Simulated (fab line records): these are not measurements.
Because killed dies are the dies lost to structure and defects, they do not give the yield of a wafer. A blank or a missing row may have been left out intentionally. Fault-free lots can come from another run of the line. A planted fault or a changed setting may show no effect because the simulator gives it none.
Chamber matching | flow n5-finfet | N5_PASSIVATION_STRIP_14 on rie-diel-06 has 4 sister chambers
The step strips in O2. 14 wafers are shown with their chamber, then 7 later ones without.

## EACH WAFER AND ITS CHAMBER
wafer  | chamber | showerhead-plenum-p-Torr (Torr) | throttle-valve-pct (%) | oes-product-au (a.u.)
L075.2 | 0       | 2.04                            | 16.62                  | 0.86
L075.3 | 3       | 2.22                            | 16.34                  | 0.85
L075.5 | 0       | 2.04                            | 16.65                  | 0.87
L080.4 | 2       | 1.93                            | 16.66                  | 0.76
L080.5 | 3       | 2.22                            | 16.33                  | 0.82
L080.6 | 2       | 1.93                            | 16.67                  | 0.76
L081.2 | 2       | 1.93                            | 16.69                  | 0.77
L081.3 | 3       | 2.22                            | 16.36                  | 0.83
L081.4 | 1       | 2.24                            | 16.61                  | 0.89
L082.2 | 2       | 1.92                            | 16.68                  | 0.76
L082.3 | 0       | 2.03                            | 16.66                  | 0.87
L082.5 | 0       | 2.03                            | 16.65                  | 0.85
L092.1 | 1       | 2.24                            | 16.67                  | 0.86
L092.3 | 3       | 2.21                            | 16.40                  | 0.82

SIGNATURES, as means of the wafers listed above
reading                  | chamber 0 | chamber 1 | chamber 2 | chamber 3 | scatter within a chamber
showerhead-plenum-p-Torr | 2.0350    | 2.2400    | 1.9275    | 2.2175    | 0.005
throttle-valve-pct       | 16.6450   | 16.6400   | 16.6750   | 16.3575   | 0.0246
oes-product-au           | 0.8625    | 0.8750    | 0.7625    | 0.8300    | 0.0118
Rule: distance of a wafer from a chamber = root of the sum over the readings of ((wafer's reading minus chamber's mean) / reading's scatter) squared. The wafer belongs to the nearest chamber; if the next one is less than 2 further off, it can't be placed. How the scatter is found: for the shown wafers, subtract from each reading the mean of its chamber, square and add these, divide the total by (wafers less chambers), then take the root.

## WAFERS WHOSE CHAMBER IS MISSING
wafer  | showerhead-plenum-p-Torr (Torr) | throttle-valve-pct (%) | oes-product-au (a.u.)
L092.4 | 2.21                            | 16.37                  | 0.82
L090.1 | 2.03                            | 16.73                  | 0.84
L090.2 | 2.24                            | 16.69                  | 0.86
L090.3 | 2.21                            | 16.41                  | 0.80
L094.3 | 2.24                            | 16.68                  | 0.86
L094.4 | 2.21                            | 16.38                  | 0.79
L094.6 | 2.23                            | 16.67                  | 0.86

## WHICH CHAMBER EACH WENT THROUGH
wafer  | from the rows above | in truth
L092.4 | 3                   | 3
L090.1 | 0                   | 0
L090.2 | 1                   | 1
L090.3 | 3                   | 3
L094.3 | 1                   | 1
L094.4 | 3                   | 3
L094.6 | 1                   | 1
Correctly placed: 7 of 7. Not placeable from these rows: 0. Placed wrongly: 0.
